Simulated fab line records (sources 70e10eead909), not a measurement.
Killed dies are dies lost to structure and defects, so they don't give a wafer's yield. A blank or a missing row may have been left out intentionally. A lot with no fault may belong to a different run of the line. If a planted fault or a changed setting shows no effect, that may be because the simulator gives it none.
Shared-tool check || flow nandHarc || 11 lots and 36 wafers in the sample

== WHAT PROMPTED THE OPENING ==
At NHARC_P_ZERO_WELL_CD_MEAS_52 the reading cdNm is flagged on 1 of 11 lots. Fault-free wafers read 1999.4 nm, with a standard deviation of 2.1.
Rule: a lot is flagged in two cases, either no wafer of it has a number, or all its wafers with numbers fall more than 4 standard deviations from that mean. As for the other lots, they are considered sound.

{"lot": "L152", "measured": "day 2 01:44", "on": "cdSem-01", "cdNm (nm), wafer by wafer": "2003.6 2000.8 2003.4", "flag": ""}
{"lot": "L153", "measured": "day 2 11:37", "on": "cdSem-02", "cdNm (nm), wafer by wafer": "1998.8 1996.3 2000.7", "flag": ""}
{"lot": "L154", "measured": "day 2 22:22", "on": "cdSem-02", "cdNm (nm), wafer by wafer": "2001.1 2001.4 1997.9", "flag": ""}
{"lot": "L156", "measured": "day 3 17:44", "on": "cdSem-03", "cdNm (nm), wafer by wafer": "1999.4 2003.0 1998.1", "flag": ""}
{"lot": "L158", "measured": "day 4 13:49", "on": "cdSem-01", "cdNm (nm), wafer by wafer": "2000.4 1999.3 1996.8", "flag": ""}
{"lot": "L162", "measured": "day 6 05:43", "on": "cdSem-01", "cdNm (nm), wafer by wafer": "2002.9 2000.4 2002.0", "flag": ""}
{"lot": "L164", "measured": "day 7 01:44", "on": "cdSem-01", "cdNm (nm), wafer by wafer": "2000.8 2000.3 1999.5", "flag": ""}
{"lot": "L165", "measured": "day 7 11:46", "on": "cdSem-02", "cdNm (nm), wafer by wafer": "1999.4 2002.5 1999.1", "flag": ""}
{"lot": "L166", "measured": "day 7 21:59", "on": "cdSem-01", "cdNm (nm), wafer by wafer": "1997.2 2000.0 1995.4", "flag": ""}
{"lot": "L167", "measured": "day 8 08:04", "on": "cdSem-01", "cdNm (nm), wafer by wafer": "2000.6 2000.2 1996.3", "flag": ""}
{"lot": "L169", "measured": "day 9 04:18", "on": "cdSem-02", "cdNm (nm), wafer by wafer": "1966.6 1969.0 1968.3 1966.3 1969.0 1968.3", "flag": "FLAGGED"}
Average over the flagged lots: 1967.9 nm; offset from the usual -31.5 nm, equal to -15 standard deviations.

== LOT BY LOT: THE TOOL USED ==
The record holds 2 process steps before the reading, out of a route of 1302 steps. In each cell: the tool, then ch and the chambers that the sampled wafers went through, then the start.
{"lot": "L152", "flag": "", "NHARC_P_ZERO_WELL_DESCUM_39": "rieDiel-05 ch 0,1,2, day 2 00:15", "NHARC_P_ZERO_WELL_EXPOSE_49": "krfScanner-02 ch 0, day 2 01:34"}
{"lot": "L153", "flag": "", "NHARC_P_ZERO_WELL_DESCUM_39": "rieDiel-05 ch 0,1, day 2 10:08", "NHARC_P_ZERO_WELL_EXPOSE_49": "krfScanner-01 ch 0, day 2 11:28"}
{"lot": "L154", "flag": "", "NHARC_P_ZERO_WELL_DESCUM_39": "rieDiel-05 ch 0,1,2, day 2 21:01", "NHARC_P_ZERO_WELL_EXPOSE_49": "krfScanner-01 ch 0, day 2 22:13"}
{"lot": "L156", "flag": "", "NHARC_P_ZERO_WELL_DESCUM_39": "rieDiel-04 ch 0,3, day 3 16:16", "NHARC_P_ZERO_WELL_EXPOSE_49": "krfScanner-01 ch 0, day 3 17:35"}
{"lot": "L158", "flag": "", "NHARC_P_ZERO_WELL_DESCUM_39": "rieDiel-04 ch 0,1,2, day 4 12:29", "NHARC_P_ZERO_WELL_EXPOSE_49": "krfScanner-02 ch 0, day 4 13:40"}
{"lot": "L162", "flag": "", "NHARC_P_ZERO_WELL_DESCUM_39": "rieDiel-05 ch 1,3, day 6 04:14", "NHARC_P_ZERO_WELL_EXPOSE_49": "krfScanner-02 ch 0, day 6 05:34"}
{"lot": "L164", "flag": "", "NHARC_P_ZERO_WELL_DESCUM_39": "rieDiel-04 ch 0,1,3, day 7 00:20", "NHARC_P_ZERO_WELL_EXPOSE_49": "krfScanner-02 ch 0, day 7 01:35"}
{"lot": "L165", "flag": "", "NHARC_P_ZERO_WELL_DESCUM_39": "rieDiel-05 ch 1,2,3, day 7 10:18", "NHARC_P_ZERO_WELL_EXPOSE_49": "krfScanner-04 ch 0, day 7 11:37"}
{"lot": "L166", "flag": "", "NHARC_P_ZERO_WELL_DESCUM_39": "rieDiel-11 ch 0,1, day 7 20:30", "NHARC_P_ZERO_WELL_EXPOSE_49": "krfScanner-01 ch 0, day 7 21:50"}
{"lot": "L167", "flag": "", "NHARC_P_ZERO_WELL_DESCUM_39": "rieDiel-05 ch 1,2,3, day 8 06:35", "NHARC_P_ZERO_WELL_EXPOSE_49": "krfScanner-02 ch 0, day 8 07:55"}
{"lot": "L169", "flag": "FLAGGED", "NHARC_P_ZERO_WELL_DESCUM_39": "rieDiel-04 ch 0,1,3, day 9 02:48", "NHARC_P_ZERO_WELL_EXPOSE_49": "krfScanner-01 ch 0, day 9 04:08"}
These steps, and what they do:
- NHARC_P_ZERO_WELL_DESCUM_39: chemistry O2, time 3 s.
- NHARC_P_ZERO_WELL_EXPOSE_49: exposes mask P HVPW, target cd 2000 nm.
- NHARC_P_ZERO_WELL_CD_MEAS_52: target cd 2000 nm.

== FLAGGED OVER TOTAL, TOOL BY TOOL (the gauges that took the reading come last) ==
{"step": "NHARC_P_ZERO_WELL_DESCUM_39", "tool": "rieDiel-04", "lots run": 4, "flagged": 1, "share of the flagged lots": "all", "sound lots run after its first flagged lot": 0}
{"step": "NHARC_P_ZERO_WELL_DESCUM_39", "tool": "rieDiel-05", "lots run": 6, "flagged": 0, "share of the flagged lots": "none", "sound lots run after its first flagged lot": "-"}
{"step": "NHARC_P_ZERO_WELL_DESCUM_39", "tool": "rieDiel-11", "lots run": 1, "flagged": 0, "share of the flagged lots": "none", "sound lots run after its first flagged lot": "-"}
{"step": "NHARC_P_ZERO_WELL_EXPOSE_49", "tool": "krfScanner-01", "lots run": 5, "flagged": 1, "share of the flagged lots": "all", "sound lots run after its first flagged lot": 0}
{"step": "NHARC_P_ZERO_WELL_EXPOSE_49", "tool": "krfScanner-02", "lots run": 5, "flagged": 0, "share of the flagged lots": "none", "sound lots run after its first flagged lot": "-"}
{"step": "NHARC_P_ZERO_WELL_EXPOSE_49", "tool": "krfScanner-04", "lots run": 1, "flagged": 0, "share of the flagged lots": "none", "sound lots run after its first flagged lot": "-"}
{"step": "NHARC_P_ZERO_WELL_CD_MEAS_52", "tool": "cdSem-01", "lots run": 6, "flagged": 0, "share of the flagged lots": "none", "sound lots run after its first flagged lot": "-"}
{"step": "NHARC_P_ZERO_WELL_CD_MEAS_52", "tool": "cdSem-02", "lots run": 4, "flagged": 1, "share of the flagged lots": "all", "sound lots run after its first flagged lot": 0}
{"step": "NHARC_P_ZERO_WELL_CD_MEAS_52", "tool": "cdSem-03", "lots run": 1, "flagged": 0, "share of the flagged lots": "none", "sound lots run after its first flagged lot": "-"}

== WHAT THE TABLE ALLOWS ==
Rows of the table that ran every flagged lot, 3 in all: rieDiel-04 at NHARC_P_ZERO_WELL_DESCUM_39, krfScanner-01 at NHARC_P_ZERO_WELL_EXPOSE_49, cdSem-02 at NHARC_P_ZERO_WELL_CD_MEAS_52.
- rieDiel-04 at NHARC_P_ZERO_WELL_DESCUM_39 ran 4 lots, 1 of them flagged. Its last sound lot is L164 (day 7 00:20), its first flagged lot L169 (day 9 02:48): a fault that began between those two fits.
- krfScanner-01 at NHARC_P_ZERO_WELL_EXPOSE_49 ran 5 lots, 1 of them flagged. Its last sound lot is L166 (day 7 21:50), its first flagged lot L169 (day 9 04:08): a fault that began between those two fits.
- cdSem-02 at NHARC_P_ZERO_WELL_CD_MEAS_52 ran 4 lots, 1 of them flagged. Its last sound lot is L165 (day 7 11:46), its first flagged lot L169 (day 9 04:18): a fault that began between those two fits.
Counting lots can't tell these 3 tools apart, because each fits a fault that began at some hour. More lots, or a look at what each step does to the wafer, might.

== WHAT WAS PUT IN BY THE SIMULATOR ==
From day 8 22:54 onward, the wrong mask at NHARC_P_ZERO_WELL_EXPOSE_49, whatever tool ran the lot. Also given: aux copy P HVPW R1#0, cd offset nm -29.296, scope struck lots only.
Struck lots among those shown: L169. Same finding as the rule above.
